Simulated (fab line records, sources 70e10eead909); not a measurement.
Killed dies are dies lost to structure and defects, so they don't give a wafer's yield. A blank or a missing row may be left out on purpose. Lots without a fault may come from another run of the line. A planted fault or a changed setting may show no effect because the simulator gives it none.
Which tool did it? | flow nand_harc | 24 lots, 72 wafers sampled, at 5 steps of a route of 1302

WHAT THE GAUGES READ, wafer by wafer
NHARC_P_BONDPAD_CD_MEAS_09: target cd 500 nm. Usual: cd_nm 499.5 nm, standard deviation 2.
lot  | measured     | on        | cd_nm (nm)        | flag
L074 | day 6 22:32  | cd_sem-02 | 501.7 501.1 502.2 |
L076 | day 7 14:13  | cd_sem-01 | 501.4 499.3 502.1 |
L075 | day 7 14:58  | cd_sem-03 | 497.1 497.1 496.4 |
L077 | day 8 00:41  | cd_sem-02 | 501.6 502.4 498.7 |
L078 | day 8 05:22  | cd_sem-02 | 500.5 500.3 498.2 |
L079 | day 8 21:32  | cd_sem-02 | 498.4 500.9 501.0 |
L080 | day 9 02:07  | cd_sem-02 | 501.3 498.9 502.7 |
L081 | day 9 12:08  | cd_sem-03 | 500.8 499.6 499.7 |
L082 | day 9 19:49  | cd_sem-02 | 499.3 500.2 498.0 |
L083 | day 10 12:20 | cd_sem-02 | 501.9 501.3 499.1 |
L084 | day 10 15:38 | cd_sem-02 | 499.7 496.1 502.1 |
L085 | day 10 23:47 | cd_sem-03 | 497.1 499.2 502.6 |
L086 | day 11 14:50 | cd_sem-02 | 500.3 501.1 499.2 |
L087 | day 11 21:21 | cd_sem-02 | 499.3 501.7 500.2 |
L088 | day 12 15:05 | cd_sem-01 | 498.9 502.0 500.7 |
L089 | day 12 15:28 | cd_sem-03 | 496.9 492.6 499.9 |
L090 | day 13 06:08 | cd_sem-01 | 498.0 497.7 502.0 |
L091 | day 13 16:34 | cd_sem-03 | 497.5 502.2 498.7 |
L092 | day 14 04:42 | cd_sem-01 | 498.3 497.7 497.4 |
L093 | day 14 12:16 | cd_sem-02 | 501.3 498.0 502.2 |
L094 | day 14 23:25 | cd_sem-02 | 498.2 500.5 498.3 |
L095 | day 15 06:43 | cd_sem-01 | 498.5 499.5 494.5 |
L096 | day 15 19:19 | cd_sem-01 | 498.0 502.8 500.5 |
L097 | day 16 02:53 | cd_sem-01 | 499.3 497.5 497.7 |

WHICH TOOL RAN EACH LOT (tool, then ch and the chambers of the sampled wafers, then the start)
lot  | NHARC_P_M2_ETCH_28                            | NHARC_P_M2_DEGAS_29          | NHARC_P_M2_CMP_23             | NHARC_P_BONDPAD_CMP_32
L074 | rie_diel-10 ch 0,1,2, day 6 19:20 or earlier  | pvd_sputter-01, day 6 19:20  | cmp-04 ch 0,1,3, day 6 20:25  | cmp-02 ch 0,2,3, day 6 21:51
L076 | rie_diel-04 ch 1,2, day 7 10:53 or earlier    | pvd_sputter-02, day 7 10:53  | cmp-02 ch 0,1, day 7 11:59    | cmp-01 ch 0,3, day 7 13:24
L075 | rie_diel-12 ch 1,2,3, day 7 11:38 or earlier  | pvd_sputter-03, day 7 11:38  | cmp-01 ch 0,2,3, day 7 12:43  | cmp-01 ch 0,2, day 7 14:11
L077 | rie_diel-10 ch 0,1,2, day 7 21:17 or earlier  | pvd_sputter-03, day 7 21:17  | cmp-02 ch 0,2,3, day 7 22:29  | cmp-02 ch 1,2,3, day 7 23:55
L078 | rie_diel-04 ch 0,1,2, day 8 02:05 or earlier  | pvd_sputter-01, day 8 02:05  | cmp-04 ch 1,3, day 8 03:14    | cmp-02 ch 0,1, day 8 04:39
L079 | rie_diel-12 ch 0,1,3, day 8 18:12 or earlier  | pvd_sputter-01, day 8 18:12  | cmp-02 ch 1,2, day 8 19:17    | cmp-03 ch 0,2,3, day 8 20:44
L080 | rie_diel-04 ch 2,3, day 8 22:35 or earlier    | pvd_sputter-01, day 8 22:35  | cmp-01 ch 2,3, day 8 23:39    | cmp-01 ch 2,3, day 9 01:17
L081 | rie_diel-12 ch 1,3, day 9 08:47 or earlier    | pvd_sputter-02, day 9 08:47  | cmp-04 ch 2,3, day 9 09:51    | cmp-02 ch 0,1,3, day 9 11:22
L082 | rie_diel-10 ch 0,2,3, day 9 16:28 or earlier  | pvd_sputter-01, day 9 16:28  | cmp-02 ch 1,2,3, day 9 17:36  | cmp-03 ch 0,2,3, day 9 19:01
L083 | rie_diel-12 ch 0,2,3, day 10 09:00 or earlier | pvd_sputter-03, day 10 09:00 | cmp-04 ch 0,3, day 10 10:07   | cmp-03 ch 0,3, day 10 11:33
L084 | rie_diel-10 ch 0,3, day 10 12:17 or earlier   | pvd_sputter-03, day 10 12:17 | cmp-04 ch 0,2,3, day 10 13:22 | cmp-02 ch 2,3, day 10 14:49
L085 | rie_diel-10 ch 0,2, day 10 20:16 or earlier   | pvd_sputter-01, day 10 20:16 | cmp-01 ch 1,2,3, day 10 21:21 | cmp-02 ch 2,3, day 10 22:58
L086 | rie_diel-12 ch 0,1,2, day 11 11:26 or earlier | pvd_sputter-03, day 11 11:26 | cmp-01 ch 0,1,2, day 11 12:35 | cmp-02 ch 0,1,2, day 11 14:11
L087 | rie_diel-04 ch 0,1,3, day 11 18:02 or earlier | pvd_sputter-02, day 11 18:02 | cmp-01 ch 0,1,2, day 11 19:08 | cmp-01 ch 1,2,3, day 11 20:32
L088 | rie_diel-10 ch 0,3, day 12 11:44 or earlier   | pvd_sputter-03, day 12 11:44 | cmp-01 ch 0,1,2, day 12 12:52 | cmp-02 ch 0,2, day 12 14:16
L089 | rie_diel-04 ch 0,2,3, day 12 11:53 or earlier | pvd_sputter-02, day 12 11:53 | cmp-04 ch 0,2, day 12 13:04   | cmp-02 ch 0,1,3, day 12 14:40
L090 | rie_diel-04 ch 0,1,2, day 13 02:53 or earlier | pvd_sputter-03, day 13 02:53 | cmp-04 ch 0,2,3, day 13 03:58 | cmp-01 ch 0,1,2, day 13 05:27
L091 | rie_diel-10 ch 2,3, day 13 13:15 or earlier   | pvd_sputter-01, day 13 13:15 | cmp-01 ch 1,3, day 13 14:20   | cmp-01 ch 0,1,3, day 13 15:47
L092 | rie_diel-12 ch 0,1,2, day 14 01:29 or earlier | pvd_sputter-03, day 14 01:29 | cmp-01 ch 0,2,3, day 14 02:36 | cmp-02 ch 0,2,3, day 14 04:00
L093 | rie_diel-04 ch 0,1,2, day 14 08:53 or earlier | pvd_sputter-01, day 14 08:53 | cmp-02 ch 0,2,3, day 14 10:03 | cmp-01 ch 0,1,2, day 14 11:26
L094 | rie_diel-10 ch 0,2,3, day 14 20:11 or earlier | pvd_sputter-01, day 14 20:11 | cmp-04 ch 1,3, day 14 21:17   | cmp-02 ch 0,2,3, day 14 22:44
L095 | rie_diel-12 ch 1,2, day 15 03:24 or earlier   | pvd_sputter-02, day 15 03:24 | cmp-01 ch 2,3, day 15 04:29   | cmp-02 ch 1,2,3, day 15 05:55
L096 | rie_diel-04 ch 0,1,3, day 15 15:58 or earlier | pvd_sputter-01, day 15 15:58 | cmp-02 ch 0,3, day 15 17:05   | cmp-01 ch 1,2,3, day 15 18:34
L097 | rie_diel-10 ch 0,1,3, day 15 23:32 or earlier | pvd_sputter-02, day 15 23:32 | cmp-02 ch 1,2,3, day 16 00:38 | cmp-01 ch 0,1,2, day 16 02:04
- NHARC_P_M2_ETCH_28: etches the open film in CF4/N2, target depth 30 nm, time 72.99 s.
- NHARC_P_M2_DEGAS_29: time 60 s.
- NHARC_P_M2_CMP_23: polishes, t overpolish 20 s, target thk 144.3 nm.
- NHARC_P_BONDPAD_CMP_32: polishes SiCN, target thk 200 nm.

WHAT THE TOOLS THEMSELVES READ (means of the sampled wafers that have a number; where no wafer has one, the mark that the record gives instead)
NHARC_P_M2_ETCH_28. Usual: drypump_motor_current_A 5.6 A, standard deviation 0.42; mfc_ar_sccm 150.1 sccm, standard deviation 0.49; oes_product_au 1.001 a.u., standard deviation 0.011; rf_vpp_V 314.3 V, standard deviation 1.9; showerhead_plenum_p_Torr 2.64 Torr, standard deviation 0.097; throttle_valve_pct 19.795 %, standard deviation 0.0093.
lot  | tool        | drypump_motor_current_A (A) | mfc_ar_sccm (sccm) | oes_product_au (a.u.) | rf_vpp_V (V) | showerhead_plenum_p_Torr (Torr) | throttle_valve_pct (%) | flag
L074 | rie_diel-10 | 5.4                         | 149.6              | 0.995                 | 313.5        | 2.61                            | 19.791                 |
L076 | rie_diel-04 | 5.4                         | 150.0              | 0.997                 | 313.6        | 2.59                            | 19.790                 |
L075 | rie_diel-12 | 5.5                         | 150.2              | 1.013                 | 314.3        | 2.63                            | 19.800                 |
L077 | rie_diel-10 | 5.4                         | 149.8              | 0.990                 | 313.9        | 2.60                            | 19.797                 |
L078 | rie_diel-04 | 5.8                         | 149.9              | 0.996                 | 314.4        | 2.62                            | 19.801                 |
L079 | rie_diel-12 | 5.4                         | 149.9              | 1.007                 | 315.5        | 2.69                            | 19.798                 |
L080 | rie_diel-04 | 6.0                         | 149.5              | 0.990                 | 314.3        | 2.66                            | 19.793                 |
L081 | rie_diel-12 | 5.7                         | 150.4              | 1.011                 | 315.1        | 2.67                            | 19.799                 |
L082 | rie_diel-10 | 5.6                         | 149.6              | 0.996                 | 315.3        | 2.66                            | 19.794                 |
L083 | rie_diel-12 | 5.2                         | 149.6              | 1.012                 | 314.2        | 2.65                            | 19.788                 |
L084 | rie_diel-10 | 5.8                         | 150.4              | 0.987                 | 316.4        | 2.66                            | 19.791                 |
L085 | rie_diel-10 | 5.4                         | 150.3              | 1.000                 | 314.5        | 2.66                            | 19.792                 |
L086 | rie_diel-12 | 5.5                         | 150.2              | 1.015                 | 313.9        | 2.64                            | 19.799                 |
L087 | rie_diel-04 | 5.6                         | 149.9              | 1.009                 | 313.3        | 2.58                            | 19.798                 |
L088 | rie_diel-10 | 5.6                         | 151.1              | 0.997                 | 312.1        | 2.57                            | 19.800                 |
L089 | rie_diel-04 | 6.1                         | 150.3              | 1.003                 | 314.8        | 2.65                            | 19.798                 |
L090 | rie_diel-04 | 5.7                         | 150.2              | 1.001                 | 314.1        | 2.61                            | 19.798                 |
L091 | rie_diel-10 | 5.8                         | 150.2              | 0.999                 | 316.0        | 2.76                            | 19.801                 |
L092 | rie_diel-12 | 5.5                         | 150.2              | 1.015                 | 314.5        | 2.64                            | 19.784                 |
L093 | rie_diel-04 | 5.7                         | 149.3              | 1.007                 | 315.1        | 2.61                            | 19.795                 |
L094 | rie_diel-10 | 5.6                         | 149.9              | 1.001                 | 314.5        | 2.66                            | 19.791                 |
L095 | rie_diel-12 | 5.5                         | 150.2              | 1.014                 | 312.9        | 2.59                            | 19.798                 |
L096 | rie_diel-04 | 5.6                         | 150.4              | 0.997                 | 312.1        | 2.57                            | 19.793                 |
L097 | rie_diel-10 | 5.6                         | 150.0              | 0.990                 | 313.8        | 2.60                            | 19.803                 |

NHARC_P_M2_DEGAS_29. Usual: heater_power_w 329 W, standard deviation 24.
lot  | tool           | heater_power_w (W) | flag
L074 | pvd_sputter-01 | 314                |
L076 | pvd_sputter-02 | 335                |
L075 | pvd_sputter-03 | 334                |
L077 | pvd_sputter-03 | 349                |
L078 | pvd_sputter-01 | 322                |
L079 | pvd_sputter-01 | 307                |
L080 | pvd_sputter-01 | 318                |
L081 | pvd_sputter-02 | 332                |
L082 | pvd_sputter-01 | 317                |
L083 | pvd_sputter-03 | 357                |
L084 | pvd_sputter-03 | 333                |
L085 | pvd_sputter-01 | 311                |
L086 | pvd_sputter-03 | 321                |
L087 | pvd_sputter-02 | 328                |
L088 | pvd_sputter-03 | 336                |
L089 | pvd_sputter-02 | 320                |
L090 | pvd_sputter-03 | 325                |
L091 | pvd_sputter-01 | 300                |
L092 | pvd_sputter-03 | 346                |
L093 | pvd_sputter-01 | 327                |
L094 | pvd_sputter-01 | 323                |
L095 | pvd_sputter-02 | 333                |
L096 | pvd_sputter-01 | 338                |
L097 | pvd_sputter-02 | 325                |

NHARC_P_M2_CMP_23. Usual: motor_current_A 11.5 A, standard deviation 1.2; time_to_endpoint_s 28 s, standard deviation 3.3.
lot  | tool   | motor_current_A (A) | time_to_endpoint_s (s) | flag
L074 | cmp-04 | 11.6                | 29                     |
L076 | cmp-02 | 12.5                | 33                     |
L075 | cmp-01 | 10.4                | 26                     |
L077 | cmp-02 | 12.3                | 30                     |
L078 | cmp-04 | 11.5                | 32                     |
L079 | cmp-02 | 12.4                | 27                     |
L080 | cmp-01 | 11.0                | 27                     |
L081 | cmp-04 | 12.3                | 24                     |
L082 | cmp-02 | 12.4                | 25                     |
L083 | cmp-04 | 11.3                | 26                     |
L084 | cmp-04 | 12.0                | 24                     |
L085 | cmp-01 | 10.9                | 32                     |
L086 | cmp-01 | 10.0                | 29                     |
L087 | cmp-01 | 10.0                | 28                     |
L088 | cmp-01 | 10.2                | 30                     |
L089 | cmp-04 | 12.6                | 25                     |
L090 | cmp-04 | 11.4                | 25                     |
L091 | cmp-01 | 10.4                | 31                     |
L092 | cmp-01 | 10.3                | 32                     |
L093 | cmp-02 | 12.7                | 29                     |
L094 | cmp-04 | 11.8                | 29                     |
L095 | cmp-01 | 11.1                | 30                     |
L096 | cmp-02 | 12.4                | 28                     |
L097 | cmp-02 | 12.8                | 25                     |

NHARC_P_BONDPAD_CMP_32. Usual: motor_current_A 11.7 A, standard deviation 1.3.
lot  | tool   | motor_current_A (A) | flag
L074 | cmp-02 | 12.5                |
L076 | cmp-01 | 10.2                |
L075 | cmp-01 | 10.1                |
L077 | cmp-02 | 12.7                |
L078 | cmp-02 | 13.6                |
L079 | cmp-03 | 11.4                |
L080 | cmp-01 | 10.9                |
L081 | cmp-02 | 12.4                |
L082 | cmp-03 | 11.6                |
L083 | cmp-03 | 11.3                |
L084 | cmp-02 | 12.3                |
L085 | cmp-02 | 12.3                |
L086 | cmp-02 | 12.4                |
L087 | cmp-01 | 10.5                |
L088 | cmp-02 | 12.7                |
L089 | cmp-02 | 12.5                |
L090 | cmp-01 | 10.3                |
L091 | cmp-01 | 10.0                |
L092 | cmp-02 | 12.3                |
L093 | cmp-01 | 10.2                |
L094 | cmp-02 | 12.3                |
L095 | cmp-02 | 12.4                |
L096 | cmp-01 | 10.7                |
L097 | cmp-01 | 10.4                |

THE ANSWER, worked out from the rows above alone
Rule: a lot is off if the mean of its wafers that have a number lies more than 3 standard deviations from the usual mean. A lot without any number at a reading at which 4 lots or more have one is off too. The other lots that the step has rows for count as sound. The gauges are gone through in route order, then the tools' own readings, and for those a lot's mean is taken as printed above. The first step at which some lot is off is used, and at that step the reading that is off furthest; a lot without a number counts as furthest.
No lot is off at any reading shown: from this, nothing can be told.

WHAT THE SIMULATOR HAD PUT IN
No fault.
